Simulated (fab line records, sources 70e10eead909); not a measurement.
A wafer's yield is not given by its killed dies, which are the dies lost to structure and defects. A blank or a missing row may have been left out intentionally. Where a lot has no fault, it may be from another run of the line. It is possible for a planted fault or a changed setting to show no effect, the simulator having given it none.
Chamber matching + flow nandHarc + rieDiel-06 running NHARC_P_M0_STRIP_18: 4 sister chambers
The step strips in N2/H2. 16 wafers are shown with their chamber, then 8 later ones without.

WAFERS PAIRED WITH THEIR CHAMBERS
| wafer  | chamber | drypumpMotorCurrentA (A) | oesProductAu (a.u.) | rfVppV (V) |
|--------|---------|--------------------------|---------------------|------------|
| L074.2 | 3       | 6.4                      | 0.991               | 90.1       |
| L074.3 | 0       | 5.1                      | 0.995               | 90.8       |
| L074.5 | 3       | 6.4                      | 0.996               | 89.9       |
| L076.1 | 3       | 6.4                      | 0.997               | 89.2       |
| L076.3 | 2       | 5.7                      | 1.019               | 90.3       |
| L076.6 | 2       | 5.7                      | 1.023               | 90.4       |
| L079.1 | 3       | 6.5                      | 0.998               | 91.2       |
| L079.5 | 0       | 5.1                      | 0.991               | 91.8       |
| L079.6 | 1       | 4.8                      | 1.000               | 91.1       |
| L082.1 | 0       | 5.1                      | 0.991               | 91.1       |
| L082.4 | 1       | 4.8                      | 1.004               | 93.2       |
| L082.5 | 2       | 5.7                      | 1.015               | 90.4       |
| L087.4 | 3       | 6.4                      | 0.989               | 89.3       |
| L087.5 | 3       | 6.4                      | 0.982               | 91.0       |
| L087.6 | 2       | 5.7                      | 1.016               | 90.4       |
| L085.2 | 0       | 5.1                      | 0.976               | 90.0       |

SIGNATURES (averages over the wafers above)
| reading              | chamber 0 | chamber 1 | chamber 2 | chamber 3 | scatter within a chamber |
|----------------------|-----------|-----------|-----------|-----------|--------------------------|
| drypumpMotorCurrentA | 5.100     | 4.800     | 5.700     | 6.417     | 0.0264                   |
| oesProductAu         | 0.98825   | 1.00200   | 1.01825   | 0.99217   | 0.00609                  |
| rfVppV               | 90.925    | 92.150    | 90.375    | 90.117    | 0.785                    |
Rule: for each reading, subtract the chamber's mean from the wafer's reading, divide by that reading's scatter and square the result; add these up over the readings and take the root, which gives the wafer's distance from the chamber. If the next closest chamber is less than 2 further off than the closest, the wafer can't be placed; otherwise it belongs to the closest. The scatter: the root of (the sum of the squares of (reading less its chamber's mean) over the shown wafers, divided by (wafers less chambers)).

WAFERS MISSING THEIR CHAMBER
| wafer  | drypumpMotorCurrentA (A) | oesProductAu (a.u.) | rfVppV (V) |
|--------|--------------------------|---------------------|------------|
| L085.3 | 6.4                      | 0.982               | 91.5       |
| L085.6 | 6.4                      | 0.983               | 88.5       |
| L097.1 | 6.5                      | 0.999               | 92.5       |
| L097.3 | 4.8                      | 1.019               | 91.2       |
| L097.6 | 5.7                      | 1.018               | 89.9       |
| L096.1 | 6.4                      | 0.983               | 91.5       |
| L096.2 | 4.8                      | 1.001               | 93.0       |
| L096.4 | 5.7                      | 1.015               | 89.0       |

EACH ONE'S CHAMBER
| wafer  | from the rows above | in truth |
|--------|---------------------|----------|
| L085.3 | 3                   | 3        |
| L085.6 | 3                   | 3        |
| L097.1 | 3                   | 3        |
| L097.3 | 1                   | 1        |
| L097.6 | 2                   | 2        |
| L096.1 | 3                   | 3        |
| L096.2 | 1                   | 1        |
| L096.4 | 2                   | 2        |
8 of 8 placed correctly. From these rows, 0 cannot be placed. Placed wrongly: 0.
